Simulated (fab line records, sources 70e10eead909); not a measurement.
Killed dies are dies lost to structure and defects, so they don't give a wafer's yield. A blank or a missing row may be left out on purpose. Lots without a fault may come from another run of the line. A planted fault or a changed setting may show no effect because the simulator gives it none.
fab line records | flow nand_harc
record lots=7 wafers=21 last_day=32
route steps=1302 shown P_CONTACT@217
lots that met no fault: from a run of the same line without faults
start_h: hours from the record's first day to the start of the lot's first wafer shown | wait_h: hours since the lot's step before | " the same as in the row above | L1.1+2: a row that stands for several wafers | - no value, or no start given | * or withheld: withheld | < > ~ a bound
route shown NAME@n: a module of which the file shows steps, and the number in the route of the first | usual: mean/standard deviation of fault-free wafers | same: alike in all rows | chamber/n: place in a boat | sites: the reading at each site | _std_site: their standard deviation | _edge_site: outer sites' mean less inner sites' | radius_mm: how far each site lies from the wafer's centre | mask NAME#n: copy n | behind: the tool/chamber that last shaped the wafer | hold: why the lot was held/for how many hours/how that ended | device: the transistor (n, p or np) that didn't switch | end of line: the same wafers' tests at the end of the route | a step without rows: its recipe alone | killed: dies lost to structure and defects at the first sort, not the wafer's yield | map: a wafer's dies, x killed, . not, _ none there
set.NAME: the setting as run; set.NAME@STEP: as run at that earlier step | model.NAME: the simulator's own value behind a step, which no gauge read
lots at some steps of the route; a table a step, a row a wafer
services: from which hour (start_h, from the record's first day; less than 0 if before it) a tool's chamber was out of use, for how many hours, and why
## steps
# step NHARC_P_CONTACT_DEP_30
# recipe target_thk_a=300 temp_c=400 target_thk_nm=30 flow_sccm=200 rf_w=450 material=SiNx
# usual heater_power_outer_w=428/68 heater_power_w=710/87
# columns lot.wafer tool chamber start_h wait_h heater_power_outer_w heater_power_w
L530.3 pecvd-04 2 162.14 0.1 407 707
L530.1 " 1 " " 386 685
L530.6 " 1 " " 397 681
L531.1 pecvd-04 0 173.36 0.1 394 670
L531.3 " 1 " " 428 738
L531.6 " 0 " " 397 689
L540.2 pecvd-01 1 262.42 0.1 517 789
L540.3 " 0 " " 369 610
L540.5 " 0 " " 370 600
L542.2 pecvd-04 0 284.71 0.1 427 695
L542.3 " 1 " " 354 658
L542.5 " 1 " " 357 666
L544.2 pecvd-01 1 300.79 0.1 494 802
L544.3 " 2 " " 358 648
L544.4 " 2 " " 368 650
L543.3 pecvd-04 0 301.16 0.1 388 662
L543.2 " 1 " " 448 780
L543.1 " 2 " " 519 873
L548.3 pecvd-01 2 346.32 0.1 407 694
L548.1 " 0 " " 365 638
L548.4 " 1 " " 486 772
# step NHARC_P_CONTACT_DEP_00
# recipe target_thk_a=5000 temp_c=400 pressure_torr=6.5 rf_w=900 teos_flow_sccm=161.4 flow_sccm=2650 target_thk_nm=500 gas=O2 material=SiO2
# usual chamber_pressure_Torr=6.500/0.014 heater_power_outer_w=318/69 heater_power_w=561/90 throttle_valve_pct=16.1/0.65
# columns lot.wafer tool chamber start_h wait_h chamber_pressure_Torr heater_power_outer_w heater_power_w throttle_valve_pct
L530.3 pecvd-04 2 - - 6.503 397 713 16.9
L530.1 " 1 " " 6.500 268 534 16.0
L530.6 " 1 " " 6.510 289 566 15.7
L531.1 pecvd-04 0 - - 6.481 300 555 15.9
L531.3 " 1 " " 6.480 314 579 15.3
L531.6 " 0 " " 6.495 317 560 16.0
L540.2 pecvd-01 1 - - 6.494 413 677 16.7
L540.3 " 0 " " 6.518 226 400 15.2
L540.5 " 0 " " 6.499 255 444 15.4
L542.2 pecvd-04 0 - - 6.530 297 530 16.1
L542.3 " 1 " " 6.500 304 589 15.8
L542.5 " 1 " " 6.484 306 606 15.6
L544.2 pecvd-01 1 - - 6.498 391 655 17.2
L544.3 " 2 " " 6.516 271 495 15.9
L544.4 " 2 " " 6.493 292 557 15.9
L543.3 pecvd-04 0 - - 6.491 306 546 15.7
L543.2 " 1 " " 6.492 290 575 16.0
L543.1 " 2 " " 6.497 353 623 16.8
L548.3 pecvd-01 2 - - 6.472 322 569 15.1
L548.1 " 0 " " 6.480 246 439 15.3
L548.4 " 1 " " 6.476 358 562 16.8
# step NHARC_P_CONTACT_CMP_01
# recipe target_thk_nm=200 material=SiO2
# usual motor_current_A=11.7/1.2
# columns lot.wafer tool chamber start_h wait_h motor_current_A
L530.3 cmp-02 1 162.88 - 10.1
L530.1 " 3 " " 10.1
L530.6 " 0 " " 12.7
L531.1 cmp-04 0 174.09 - 10.0
L531.3 " 2 " " 13.4
L531.6 " 3 " " 11.6
L540.3 cmp-02 1 263.16 - 10.0
L540.2 " 3 " " 10.6
L540.5 " 0 " " 13.6
L542.3 cmp-04 1 285.53 - 10.7
L542.2 " 2 " " 13.9
L542.5 " 0 " " 10.3
L544.3 cmp-04 1 301.49 - 10.4
L544.4 " 2 " " 12.9
L544.2 " 3 " " 12.0
L543.3 cmp-03 2 301.89 - 12.7
L543.2 " 3 " " 13.0
L543.1 " 0 " " 11.9
L548.1 cmp-03 1 347.05 - 12.9
L548.4 " 2 " " 12.5
L548.3 " 3 " " 13.0
# step NHARC_P_CONTACT_SRD_03
# step NHARC_P_CONTACT_DEHYDRATE_04
# recipe temp_c=150 time_s=120
# step NHARC_P_CONTACT_HMDS_05
# recipe time_s=30
# step NHARC_P_CONTACT_COAT_33
# recipe temp_c=260 time_s=75
# step NHARC_P_CONTACT_COAT_34
# recipe temp_c=225 time_s=65
# step NHARC_P_CONTACT_COAT_06
# recipe spin_rpm=1500 resist_thk_nm=90
# step NHARC_P_CONTACT_SOFTBAKE_07
# recipe temp_c=105 time_s=55
# step NHARC_P_CONTACT_EBR_08
# step NHARC_P_CONTACT_EXPOSE_09
# recipe na=1.35 target_cd_nm=90 dose_mj=81.26 mask_id=P_CA
# usual exposure_dose_mJ_cm2=81.22/0.11 reticle_temp_C=23.02/0.11
# columns lot.wafer tool chamber start_h wait_h mask exposure_dose_mJ_cm2 reticle_temp_C
L530.1 arfi_scanner-01 0 163.54 - P_CA#0 81.37 23.09
L530.3 " 0 " " P_CA#0 81.24 23.15
L530.6 " 0 " " P_CA#0 81.20 23.11
L531.1 arfi_scanner-03 0 174.75 - P_CA#0 81.26 22.88
L531.3 " 0 " " P_CA#0 81.23 22.95
L531.6 " 0 " " P_CA#0 81.24 22.90
L540.2 arfi_scanner-03 0 263.70 - P_CA#0 104.01 23.04
L540.3 " 0 " " P_CA#0 103.91 23.13
L540.5 " 0 " " P_CA#0 103.83 22.96
L542.2 arfi_scanner-03 0 286.17 - P_CA#0 99.25 22.96
L542.3 " 0 " " P_CA#0 99.28 22.96
L542.5 " 0 " " P_CA#0 99.25 23.02
L544.2 arfi_scanner-01 0 302.17 - P_CA#0 81.04 23.20
L544.3 " 0 " " P_CA#0 81.18 23.07
L544.4 " 0 " " P_CA#0 81.10 22.86
L543.1 arfi_scanner-03 0 302.55 - P_CA#0 95.73 23.08
L543.2 " 0 " " P_CA#0 95.72 22.94
L543.3 " 0 " " P_CA#0 95.76 22.83
L548.1 arfi_scanner-02 0 347.72 - P_CA#0 80.93 23.09
L548.3 " 0 " " P_CA#0 81.07 23.04
L548.4 " 0 " " P_CA#0 81.10 23.28
# step NHARC_P_CONTACT_PEB_10
# recipe peb_temp_c=100 peb_time_s=65
# step NHARC_P_CONTACT_DEVELOP_11
# recipe develop_time_s=35 dev_temp_c=23
# step NHARC_P_CONTACT_CD_MEAS_12
# recipe target_cd_nm=90 landing_energy_ev=500
# usual cd_nm=90.0/0.44
# columns lot.wafer tool chamber start_h wait_h cd_nm
L530.1 cd_sem-01 0 163.68 - 89.8
L530.3 " 0 " " 89.9
L530.6 " 0 " " 89.7
L531.1 cd_sem-02 0 174.89 - 89.5
L531.3 " 0 " " 89.0
L531.6 " 0 " " 90.0
L540.2 cd_sem-02 0 263.84 - 104.8
L540.3 " 0 " " 105.4
L540.5 " 0 " " 104.5
L542.2 cd_sem-03 0 286.31 - 102.5
L542.3 " 0 " " 102.7
L542.5 " 0 " " 102.2
L544.2 cd_sem-02 0 302.31 - 90.7
L544.3 " 0 " " 89.9
L544.4 " 0 " " 90.6
L543.1 cd_sem-01 0 302.69 - 101.0
L543.2 " 0 " " 101.2
L543.3 " 0 " " 100.7
L548.1 cd_sem-01 0 347.86 - 89.8
L548.3 " 0 " " 89.9
L548.4 " 0 " " 89.8
# step NHARC_P_CONTACT_OVL_MEAS_13
# usual overlay_x_nm=0.3/0.89 overlay_y_nm=0.0/0.97
# columns lot.wafer tool chamber start_h wait_h overlay_x_nm overlay_y_nm
L530.1 overlay-01 - 163.77 - 1.0 0.2
L530.3 " - " " 0.5 0.6
L530.6 " - " " 0.9 0.5
L531.1 overlay-01 - 174.98 - 1.0 0.2
L531.3 " - " " 1.3 0.0
L531.6 " - " " 1.7 0.3
L540.2 overlay-01 - 263.93 - -0.6 0.5
L540.3 " - " " -0.3 1.5
L540.5 " - " " -0.3 1.5
L542.2 overlay-02 - 286.40 - -0.2 0.2
L542.3 " - " " 0.3 0.4
L542.5 " - " " -0.8 0.7
L544.2 overlay-01 - 302.39 - 0.6 1.5
L544.3 " - " " 0.1 1.0
L544.4 " - " " 0.5 0.9
L543.1 overlay-02 - 302.78 - 0.9 -0.4
L543.2 " - " " 1.4 -0.2
L543.3 " - " " 0.9 -0.2
L548.1 overlay-01 - 347.95 - 1.3 -1.0
L548.3 " - " " 2.2 -0.7
L548.4 " - " " 2.5 -0.8
# step NHARC_P_CONTACT_INSPECT_14
# usual raw_defect_count=3.8/2.2
# columns lot.wafer tool chamber start_h wait_h raw_defect_count
L530.1 defect_inspect-01 - 163.81 0.0 2
L530.3 " - " " 3
L530.6 " - " " 5
L531.1 defect_inspect-02 - 175.02 0.0 6
L531.3 " - " " 0
L531.6 " - " " 2
L540.2 defect_inspect-02 - 263.96 0.0 3
L540.3 " - " " 6
L540.5 " - " " 7
L542.2 defect_inspect-02 - 286.43 0.0 5
L542.3 " - " " 5
L542.5 " - " " 4
L544.2 defect_inspect-02 - 302.43 0.0 2
L544.3 " - " " 1
L544.4 " - " " 4
L543.1 defect_inspect-01 - 302.82 0.0 3
L543.2 " - " " 6
L543.3 " - " " 3
L548.1 defect_inspect-02 - 347.99 0.0 5
L548.3 " - " " 1
L548.4 " - " " 3
# step NHARC_P_CONTACT_DESCUM_17
# recipe time_s=3 o2_flow_sccm=200 ar_flow_sccm=0 bias_power_w=0 chemistry=O2
# usual drypump_motor_current_A=5.8/0.49 oes_product_au=1.001/0.0077 rf_vpp_V=57.5/0.97 showerhead_plenum_p_Torr=1.85/0.069 throttle_valve_pct=11.311/0.0086
# columns lot.wafer tool chamber start_h wait_h drypump_motor_current_A oes_product_au rf_hours_counter_h rf_vpp_V showerhead_plenum_p_Torr throttle_valve_pct model.P_CONTACT.cd_nm
L530.3 rie_diel-06 3 163.88 0.1 5.5 1.003 0.6 57.1 1.80 11.301 89.6
L530.1 " 0 " " 5.8 0.985 0.5 56.8 1.88 11.322 90.62
L530.6 " 1 " " 5.7 1.002 - 59.7 2.05 11.323 89.87
L531.1 rie_diel-03 2 175.08 0.1 6.3 1.017 1.0 58.7 1.82 11.315 89.31
L531.3 " 0 " " 4.7 1.006 1.1 55.5 1.83 11.312 88.76
L531.6 " 0 " " 4.7 1.009 - 56.9 1.83 11.322 89.85
L540.3 rie_diel-03 2 264.03 0.1 6.3 1.001 4.1 57.6 1.82 11.307 105.6
L540.2 " 0 " " 4.7 1.007 4.3 58.9 1.83 11.313 105.8
L540.5 " 2 " " 6.3 1.001 - 59.2 1.82 11.321 105.1
L542.2 rie_diel-04 0 286.49 0.1 5.6 1.001 7.1 57.9 1.86 11.309 102.9
L542.3 " 1 " " 6.3 0.997 5.7 60.0 1.79 11.304 103
L542.5 " 1 " " 6.2 0.996 - 57.2 1.79 11.315 102.2
L544.2 rie_diel-04 1 302.49 0.1 6.3 0.998 6.9 57.3 1.79 11.312 90.47
L544.4 " 2 " " 6.0 1.008 6.6 58.6 1.83 11.310 90.76
L544.3 " 3 " " 6.0 1.002 7.0 57.6 1.85 11.309 90.38
L543.3 rie_diel-03 3 302.89 0.1 4.9 0.997 0.2 57.1 1.98 11.324 100.7
L543.2 " 0 " " 4.7 1.010 0.1 57.8 1.83 11.300 101
L543.1 " 1 " " 5.4 0.992 0.2 55.8 1.88 11.313 100.6
L548.1 rie_diel-06 2 348.05 0.1 6.5 0.994 0.9 59.1 1.81 11.323 89.96
L548.3 " 3 " " 5.5 1.007 0.9 56.4 1.80 11.305 89.93
L548.4 " 1 " " 5.8 0.998 0.8 57.3 2.05 11.306 89.62
# step NHARC_P_CONTACT_ETCH_35
# recipe target_depth_a=390 over_etch_frac=0.3 time_s=65 ion_energy_ev=80 cf4_flow_sccm=150 ar_flow_sccm=0 rf_w=300 bias_w=100 chemistry=CF4
# step NHARC_P_CONTACT_ETCH_36
# recipe target_depth_a=2600 over_etch_frac=0.25 time_s=406.25 ion_energy_ev=200 n2_flow_sccm=150 h2_flow_sccm=150 ar_flow_sccm=0 rf_w=400 bias_w=150 chemistry=N2/H2
# usual drypump_motor_current_A=5.8/0.49 oes_product_au=1.000/0.0077 rf_vpp_V=428.6/2.2 showerhead_plenum_p_Torr=1.97/0.07 throttle_valve_pct=14.171/0.0086
# columns lot.wafer tool chamber start_h wait_h drypump_motor_current_A oes_product_au rf_hours_counter_h rf_vpp_V showerhead_plenum_p_Torr throttle_valve_pct
L530.3 rie_diel-06 3 - - 5.5 1.003 0.7 427.2 1.91 14.158
L530.1 " 0 " " 5.7 0.991 0.6 429.9 2.00 14.175
L530.6 " 3 " " 5.5 1.001 - 427.5 1.91 14.182
L531.1 rie_diel-03 1 - - 5.4 1.006 1.4 430.6 2.01 14.165
L531.3 " 0 " " 4.7 1.009 1.2 429.4 1.94 14.163
L531.6 " 1 " " 5.4 1.010 - 428.8 2.01 14.166
L540.2 rie_diel-03 1 - - 5.4 0.998 4.6 429.9 2.01 14.170
L540.3 " 0 " " 4.7 1.002 4.4 427.0 1.94 14.172
L540.5 " 2 " " 6.3 1.006 - 429.7 1.94 14.165
L542.2 rie_diel-04 3 - - 6.1 0.999 6.1 428.8 1.97 14.162
L542.3 " 1 " " 6.3 0.991 5.7 427.7 1.90 14.173
L542.5 " 3 " " 6.1 0.988 - 427.7 1.97 14.171
L544.2 rie_diel-04 0 - - 5.6 1.008 8.4 429.6 1.98 14.168
L544.4 " 1 " " 6.2 1.002 7.0 425.1 1.90 14.178
L544.3 " 2 " " 6.0 1.007 6.6 427.7 1.95 14.174
L543.1 rie_diel-03 1 - - 5.4 1.003 0.3 429.5 2.01 14.167
L543.3 " 2 " " 6.4 0.994 0.3 427.5 1.94 14.180
L543.2 " 3 " " 4.9 0.996 0.2 433.7 2.11 14.161
L548.4 rie_diel-06 0 - - 5.8 0.993 0.9 429.5 2.00 14.170
L548.1 " 2 " " 6.6 0.993 1.0 427.0 1.93 14.176
L548.3 " 3 " " 5.5 0.995 0.9 427.6 1.91 14.161
# step NHARC_P_CONTACT_ETCH_18
# recipe target_depth_a=4810 time_s=240.5 c4f8_flow_sccm=20 o2_flow_sccm=10 ar_flow_sccm=withheld rf_w=600 bias_w=1500 chemistry=C4F8/O2/Ar
# usual oes_product_au=0.959/0.017 rf_vpp_V=974/4.9
# columns lot.wafer tool chamber start_h wait_h oes_product_au rf_hours_counter_h rf_vpp_V
L530.1 rie_diel-06 2 - - 0.911 1.0 971
L530.3 " 3 " " 0.931 0.9 971
L530.6 " 0 " " 0.925 - 976
L531.3 rie_diel-03 1 - - 0.958 1.6 977
L531.1 " 2 " " 0.961 1.3 971
L531.6 " 2 " " 0.960 - 971
L540.3 rie_diel-03 0 - - 0.954 4.6 973
L540.2 " 1 " " 0.941 4.8 977
L540.5 " 1 " " 0.951 - 978
L542.2 rie_diel-04 2 - - 0.929 5.9 972
L542.3 " 3 " " 0.927 6.3 975
L542.5 " 0 " " 0.932 - 974
L544.4 rie_diel-04 2 - - 0.964 6.7 973
L544.2 " 3 " " 0.977 7.1 975
L544.3 " 1 " " 0.967 7.2 971
L543.2 rie_diel-03 2 - - 0.962 0.5 971
L543.3 " 3 " " 0.949 0.3 982
L543.1 " 0 " " 0.979 0.3 972
L548.1 rie_diel-06 2 - - 0.931 1.1 970
L548.3 " 3 " " 0.939 1.0 970
L548.4 " 0 " " 0.947 1.1 977
# step NHARC_P_CONTACT_STRIP_37
# recipe c4f8_flow_sccm=withheld o2_flow_sccm=8 ar_flow_sccm=withheld bias_w=0 chemistry=C4F8/O2/Ar
# step NHARC_P_CONTACT_ETCH_31
# recipe target_depth_a=300 time_s=85.7 ion_energy_ev=120 over_etch_frac=1 ch3f_flow_sccm=50 o2_flow_sccm=30 ar_flow_sccm=200 rf_w=500 bias_w=100 chemistry=CH3F/O2
# usual drypump_motor_current_A=5.8/0.51 oes_product_au=0.978/0.011 rf_vpp_V=243.4/1.4 showerhead_plenum_p_Torr=2.39/0.087 throttle_valve_pct=20.663/0.009
# columns lot.wafer tool chamber start_h wait_h drypump_motor_current_A oes_product_au rf_hours_counter_h rf_vpp_V showerhead_plenum_p_Torr throttle_valve_pct model.P_CONTACT.cd_nm
L530.3 rie_diel-06 3 - - 5.5 0.965 0.9 243.0 2.32 20.645 88.48
L530.1 " 0 " " 5.8 0.966 0.8 243.4 2.42 20.664 88.52
L530.6 " 2 " " 6.6 0.953 - 242.5 2.34 20.664 90.38
L531.1 rie_diel-03 2 - - 6.3 0.983 1.4 242.6 2.34 20.665 91.63
L531.3 " 1 " " 5.4 0.981 1.8 245.6 2.42 20.656 89.32
L531.6 " 2 " " 6.3 0.977 - 243.4 2.34 20.669 92.02
L540.3 rie_diel-03 2 - - 6.3 0.986 4.5 243.0 2.34 20.657 104.5
L540.2 " 1 " " 5.4 0.974 4.9 243.0 2.42 20.662 104.3
L540.5 " 2 " " 6.3 0.978 - 241.7 2.34 20.679 105.2
L542.3 rie_diel-04 3 - - 6.0 0.954 6.4 244.3 2.38 20.662 101.6
L542.2 " 0 " " 5.6 0.961 7.4 243.5 2.40 20.660 102.4
L542.5 " 2 " " 6.0 0.952 - 243.6 2.36 20.646 101
L544.3 rie_diel-04 3 - - 6.0 0.991 7.2 242.8 2.38 20.660 90.1
L544.2 " 0 " " 5.5 0.985 8.7 244.1 2.40 20.670 91.84
L544.4 " 1 " " 6.3 0.969 7.2 243.2 2.30 20.664 91.1
L543.2 rie_diel-03 3 - - 4.9 0.972 0.4 244.8 2.54 20.653 100.5
L543.1 " 0 " " 4.7 0.987 0.4 242.9 2.35 20.664 102.4
L543.3 " 2 " " 6.3 0.975 0.6 243.0 2.34 20.668 101
L548.3 rie_diel-06 1 - - 5.7 0.982 1.2 246.2 2.62 20.671 89.53
L548.1 " 2 " " 6.5 0.960 1.2 242.7 2.34 20.659 89.14
L548.4 " 3 " " 5.5 0.968 1.1 241.3 2.31 20.658 87.61
# step NHARC_P_CONTACT_CD_MEAS_19
# usual cd_nm=89.7/1.1
# columns lot.wafer tool chamber start_h wait_h cd_nm
L530.1 cd_sem-02 - 164.74 - 88.5
L530.3 " - " " 88.3
L530.6 " - " " 90.2
L531.1 cd_sem-02 - 176.11 - 91.4
L531.3 " - " " 89.5
L531.6 " - " " 91.8
L540.2 cd_sem-02 - 265.05 - 104.2
L540.3 " - " " 104.6
L540.5 " - " " 105.1
L542.2 cd_sem-02 - 287.37 - 102.0
L542.3 " - " " 101.6
L542.5 " - " " 100.9
L544.2 cd_sem-03 - 303.36 - 91.8
L544.3 " - " " 90.1
L544.4 " - " " 91.2
L543.1 cd_sem-02 - 303.75 - 102.6
L543.2 " - " " 100.4
L543.3 " - " " 101.0
L548.1 cd_sem-03 - 348.91 - 89.3
L548.3 " - " " 89.4
L548.4 " - " " 87.3
## services
# columns tool chamber start_h hours kind
arfi_scanner-03 - 139.16 0.7 repair
rie_diel-03 2 154.77 9.2 repair
rie_diel-03 3 158.43 128.6 repair
rie_diel-04 1 166.08 16.0 repair
rie_diel-04 - 177.90 9.0 pm
rie_diel-04 1 196.45 12.1 repair
arfi_scanner-03 - 199.52 4.0 pm
rie_diel-04 2 208.89 6.7 repair
rie_diel-06 - 233.58 0.5 repair
rie_diel-04 3 244.38 10.1 repair
rie_diel-06 2 256.05 3.1 repair
pecvd-04 - 269.06 13.0 pm
rie_diel-03 2 275.84 6.5 repair
rie_diel-03 - 281.30 9.0 pm
pecvd-01 - 299.92 0.8 repair
pecvd-04 0 306.16 4.7 repair
rie_diel-06 - 307.20 9.0 pm
rie_diel-04 - 310.84 0.2 repair
pecvd-01 - 311.68 13.0 pm
rie_diel-03 0 314.05 8.8 repair
pecvd-04 - 323.02 1.2 repair
pecvd-04 - 334.83 0.5 repair
pecvd-04 - 344.25 0.9 repair
arfi_scanner-03 - 347.79 2.1 repair
## key
first_sign step=NHARC_P_CONTACT_EXPOSE_09 reading=exposure_dose_mJ_cm2 direction=up sigmas=99+ usual=81.22 struck=99.64
effect step=NHARC_P_CONTACT_CD_MEAS_12 reading=cd_nm direction=up sigmas=29 usual=90.0 struck=102.8 through=control_loop
effect step=NHARC_P_CONTACT_CD_MEAS_19 reading=cd_nm direction=up sigmas=11 usual=89.7 struck=102.5 through=control_loop
model_effect step=NHARC_P_CONTACT_DESCUM_17 value=P_CONTACT.cd_nm without=90.41 struck=103
model_effect step=NHARC_P_CONTACT_ETCH_31 value=P_CONTACT.cd_nm without=89.96 struck=102.5
met_at NHARC_P_CONTACT_EXPOSE_09
struck_wafers L540.2,L540.3,L540.5,L542.2,L542.3,L542.5,L543.1,L543.2,L543.3
sort_left_out L540.2,L540.3,L540.5,L542.2,L542.3,L542.5,L543.1,L543.2,L543.3
tester_left_out L540,L542,L543
loop_trim step=NHARC_P_CONTACT_EXPOSE_09 setting=dose lots=L542,L543
onset_between 174.75 263.70
fault kind=process_parameter_drift tool=arfi_scanner-03 chamber=- onset_h=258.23 steps=NHARC_P_CONTACT_EXPOSE_09 channel=dose_mj offset=22.576 shape=step acts_in=these_recipes_only stated=81.26
# tester_left_out: of these lots the tester's yield and bins aren't shown, on N5 and GAA mostly nor the transistor test; their killed dies are dies lost to structure and defects alone, not to doping, threshold or leakage, so they don't give the yield
# sort_left_out: the simulated sort isn't trusted on such a fault, so these wafers' sort isn't shown, and their yield isn't known
# loop_trim: a control loop set the setting to another value than it would have without faults
